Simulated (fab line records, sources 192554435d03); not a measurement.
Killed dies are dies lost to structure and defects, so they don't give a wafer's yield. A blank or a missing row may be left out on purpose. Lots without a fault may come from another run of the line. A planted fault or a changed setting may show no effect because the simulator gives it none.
Problem report in the 8D (eight disciplines) form, filled by code | flow n5_finfet | the parts of the form that need people (team, actions taken, sign-off) are left out

1. THE PROBLEM
rf_fwd_power_W at N5_HKMG_FIN_ETCH_35 reads a mean of 3713 W on 6 wafers of 2 lots; wafers without a fault read 2991 W with a standard deviation of 10. That is +72 standard deviations from the usual mean.
The step: etches SOC in N2/H2, target depth 215.8 nm, time 243.4 s.
First seen on wafer L910.1, day 5 08:28, on rie_diel-01. The record holds 27 wafers of 9 lots with a number at this step. Rule for "out", or "out of limits": more than 4 standard deviations from the usual mean. The other wafers with a number count as sound.

2. WHAT IT IS AND WHAT IT IS NOT
question                    | is                       | is not
which readings at this step | rf_fwd_power_W, rf_vpp_V | drypump_motor_current_A, oes_product_au, showerhead_plenum_p_Torr, throttle_valve_pct
which lots                  | L910, L911               | L907, L909, L912, L924, L926, L927, L928
which wafers of those lots  | all that have a number   | -
read on which tools         | rie_diel-01              | rie_diel-03
when                        | from day 5 08:28         | up to then (6 sound wafers); but 15 sound wafers of L912, L924, L926, L927, L928 came after

3. SUSPECTS, AND WHAT RULES EACH OUT
Counting: a tool at a process step up to the reading stays a suspect if it ran every lot that is out and no sound lot after the first of them.
- rie_diel-01 at N5_HKMG_FIN_DESCUM_17 (chemistry O2, time 7.9 s): ruled out as a lasting fault. Sound lots L926, L927, L928 ran on it after its first lot that is out, L910 (day 5 08:10).
- rie_diel-01 at N5_HKMG_FIN_ETCH_35 (etches SOC in N2/H2, target depth 215.8 nm, time 243.4 s): ruled out as a lasting fault. Sound lots L926, L927, L928 ran on it after its first lot that is out, L910 (day 5 08:28).
Left after counting: nothing in the record.

4. THE CAUSE (what the simulator had put in)
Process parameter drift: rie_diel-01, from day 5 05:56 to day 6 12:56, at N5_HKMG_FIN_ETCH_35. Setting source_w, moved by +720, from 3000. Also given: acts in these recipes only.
Counting ruled it out, wrongly.

5. THE CHAIN OF EFFECTS, in route order
Each row: a reading whose mean over the struck wafers that have a number lies more than 3 standard deviations from the usual. Only readings for which the record gives a usual standard deviation are gone through. hours: the time from each lot's start at the first step in this table that gives one to its start at this step, as a median over the lots. sigmas: the change in usual standard deviations.
hours | step                | reading        | usual   | on struck wafers | change | sigmas
0     | N5_HKMG_FIN_ETCH_35 | rf_fwd_power_W | 2991 W  | 3713             | +722   | +72
0     | N5_HKMG_FIN_ETCH_35 | rf_vpp_V       | 142.0 V | 131.8            | -10.2  | -8.5
The process steps in it:
- N5_HKMG_FIN_ETCH_35: etches SOC in N2/H2, target depth 215.8 nm, time 243.4 s.
Later measuring or inspecting steps at which every struck wafer that the step has a row for has a number for every such reading, and none has moved that far: N5_BEOL_M4_RC_MEAS_101.

6. WHAT WOULD HAVE CAUGHT IT SOONER
In this record the first reading out of limits was taken at day 5 08:28, 3 hours after the fault began at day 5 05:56.
